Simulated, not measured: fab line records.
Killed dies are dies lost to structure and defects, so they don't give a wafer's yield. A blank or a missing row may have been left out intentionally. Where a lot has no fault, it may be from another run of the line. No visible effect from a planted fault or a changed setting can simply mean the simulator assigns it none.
A struck lot beside a sound one || flow nandHarc || 22 out of 1159 route steps
Sound: wafers L699.1, L699.2, L699.5. Wafers struck: L710.2, L710.3, L710.4. The cause is given at the end.
Per side, at each step with rows, come the tool, then ch with its chambers, and then its first start. Under that, the readings that differ: sound wafers || struck wafers || difference of the means || sigmas: that difference in standard deviations of wafers without a fault.
alike: same words and numbers on both sides, and readings whose means sit less than 2 such deviations apart. not compared: any withheld reading, any reading some wafer has no value for, any bound like >300 that may hide the same value, and any number with overlapping values for which the record gives no deviation.
The two part at a step that has a row with sigmas, a row that says differs or no value, or rows on one side only. Numbers that don't overlap but have no deviation are shown without sigmas and don't part them. A reading that every wafer of one side lacks parts them only if that side has two wafers or more.

NHARC_A_CONTACT_CMP_20: polishes, t overpolish 30 s, target thk 300 nm.
  sound on cmp-02 ch 1,3, day 18 11:11; struck on cmp-01 ch 0,1,3, day 20 15:44
  alike: motorCurrentA, overpolishRunS, timeToEndpointS
after that, 1 step had no rows for these wafers: NHARC_A_CONTACT_SRD_22.
NHARC_A_CONTACT_INSPECT_23:
  sound on defectInspect-02 at day 18 11:36; struck on defectInspect-02 at day 20 16:08
  alike: rawDefectCount
then, 8 steps without rows for these wafers: NHARC_A_BLC_DEHYDRATE_00 (time 120 s); NHARC_A_BLC_HMDS_01 (time 30 s); NHARC_A_BLC_COAT_02 (time 75 s); NHARC_A_BLC_COAT_03 (time 65 s); NHARC_A_BLC_COAT_04 (resist thk 90 nm); NHARC_A_BLC_SOFTBAKE_05 (time 55 s); NHARC_A_BLC_EBR_06; NHARC_A_BLC_EXPOSE_07 (exposes mask A BLC, target cd 100 nm).
NHARC_A_BLC_PEB_08: peb time 65 s.
  sound on lithoTrack-01 ch 0, day 18 12:02; struck on lithoTrack-01 ch 0, day 20 16:34
{"reading": "heaterPowerTotalW (W)", "sound": "156.8 156.7 156.1", "struck": "126.5 125.9 127.0", "difference": -30.1, "sigmas": -68}
{"reading": "plateTempC (C)", "sound": "99.84 99.88 99.96", "struck": "85.97 85.73 85.83", "difference": -14.05, "sigmas": "-99 or more"}
  alike: chillPlateTempC
then, 1 step without rows for these wafers: NHARC_A_BLC_DEVELOP_09 (develop time 35 s).
NHARC_A_BLC_CD_MEAS_10 targets a cd of 100 nm.
  sound on cdSem-03 ch 0, day 18 12:07; struck on cdSem-03 ch 0, day 20 16:39
{"reading": "cdNm (nm)", "sound": "100.2 99.3 99.6", "struck": "22.2 22.2 23.1", "difference": -77.2, "sigmas": -83}
NHARC_A_BLC_OVL_MEAS_11:
  sound on overlay-02 at day 18 12:12; struck on overlay-02 at day 20 16:44
  alike: overlayXNm, overlayYNm
NHARC_A_BLC_INSPECT_12:
  sound on defectInspect-02 at day 18 12:14; struck on defectInspect-02 at day 20 16:46
  alike: rawDefectCount
NHARC_A_BLC_DESCUM_15: chemistry O2, time 3 s.
  sound on rieDiel-02 ch 2,3, day 18 12:23; struck on rieDiel-02 ch 0,1,2, day 20 16:50
{"reading": "model.A_BLC.cdNm (nm)", "sound": "100.7 99.32 99.53", "struck": "23.54 22 23.83", "difference": -76.73, "sigmas": ""}
  alike: drypumpMotorCurrentA, oesProductAu, rfVppV, showerheadPlenumPTorr, throttleValvePct
  not compared: rfHoursCounterH
NHARC_A_BLC_ETCH_16: etches the open film in CF4, target depth 39 nm, time 65 s.
  sound on rieDiel-02 ch 0,2,3, day 18 12:28; struck on rieDiel-02 ch 0,2,3, day 20 16:55
  alike: drypumpMotorCurrentA, oesProductAu, rfVppV, showerheadPlenumPTorr, throttleValvePct
  not compared: rfHoursCounterH
NHARC_A_BLC_ETCH_17: etches the open film in N2/H2, target depth 390 nm, time 609.38 s.
  sound: rieDiel-02 ch 0,1,2; struck: rieDiel-02 ch 0,2,3
  alike: drypumpMotorCurrentA, oesProductAu, rfVppV, showerheadPlenumPTorr, throttleValvePct
  not compared: rfHoursCounterH
NHARC_A_BLC_ETCH_18: etches the open film in C4F8/O2/Ar, target depth 910 nm.
  sound: rieDiel-02 ch 0,1,2; struck: rieDiel-02 ch 0,1,3
{"reading": "model.A_BLC.cdNm (nm)", "sound": "99.33 103.6 99.04", "struck": "23.85 26.14 26.51", "difference": -75.16, "sigmas": ""}
  alike: oesProductAu, rfVppV
  not compared: rfHoursCounterH
NHARC_A_BLC_CD_MEAS_19:
  sound on cdSem-01 at day 18 13:20; struck on cdSem-02 at day 20 17:52
{"reading": "cdNm (nm)", "sound": "99.5 103.4 98.6", "struck": "23.9 26.1 26.4", "difference": -75.0, "sigmas": -33}
NHARC_A_BLC_STRIP_29: strips in CF4.
  sound on rieDiel-02 ch 0,1,2, day 18 13:25; struck on rieDiel-02 ch 0,1,3, day 20 17:56
  alike: drypumpMotorCurrentA, oesProductAu, rfVppV, showerheadPlenumPTorr, throttleValvePct
  not compared: rfHoursCounterH

## WHERE THEY PART
First at NHARC_A_BLC_PEB_08; last, within this record, at NHARC_A_BLC_CD_MEAS_19. Later steps at which nothing parts them and some readings are alike: NHARC_A_BLC_STRIP_29.

WHY: what had been put in by the simulator
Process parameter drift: lithoTrack-01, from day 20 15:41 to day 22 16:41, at NHARC_A_BLC_PEB_08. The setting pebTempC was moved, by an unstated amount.
